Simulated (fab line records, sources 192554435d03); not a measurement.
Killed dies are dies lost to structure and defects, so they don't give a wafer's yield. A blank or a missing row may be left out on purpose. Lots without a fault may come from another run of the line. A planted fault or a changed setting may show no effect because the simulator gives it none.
Chamber matching | flow n5_finfet | N5_BEOL_M1_ETCH_63 on rie_diel-05: 4 sister chambers
The step etches SiARC in CF4, target depth 15.6 nm, time 26 s. 7 wafers are shown with their chamber, then 7 later ones without.

WAFERS WITH THEIR CHAMBER
wafer  | chamber | showerhead_plenum_p_Torr (Torr) | throttle_valve_pct (%)
L083.3 | 2       | 2.17                            | 15.45
L083.5 | 1       | 2.14                            | 15.35
L088.2 | 0       | 2.07                            | 15.95
L088.4 | 3       | 2.27                            | 15.61
L088.6 | 3       | 2.27                            | 15.61
L090.4 | 1       | 2.13                            | 15.41
L090.5 | 0       | 2.07                            | 15.93

WAFERS WITHOUT THEIR CHAMBER
wafer  | showerhead_plenum_p_Torr (Torr) | throttle_valve_pct (%)
L090.6 | 2.27                            | 15.64
L092.1 | 2.13                            | 15.40
L092.2 | 2.27                            | 15.64
L092.4 | 2.07                            | 15.96
L095.2 | 2.17                            | 15.47
L095.3 | 2.13                            | 15.43
L095.5 | 2.17                            | 15.48

WHICH CHAMBER EACH WENT THROUGH
wafer  | from the rows above | in truth
L090.6 | 3                   | 3
L092.1 | 1                   | 1
L092.2 | 3                   | 3
L092.4 | 0                   | 0
L095.2 | 2                   | 2
L095.3 | 1                   | 1
L095.5 | 2                   | 2
Placed correctly: 7 of 7. Can't be placed from these rows: 0. Placed wrongly: 0.
How it was worked out, from the rows above alone: a wafer's distance from a chamber is the root of the sum, over the readings, of the square of ((its reading less the chamber's mean) divided by the reading's scatter). The wafer belongs to the nearest chamber; if the next one is less than 2 further off, it can't be placed. A chamber's mean is the mean of its shown wafers. The scatter: the root of (the sum of the squares of (reading less its chamber's mean) over the shown wafers, divided by (wafers less chambers)).
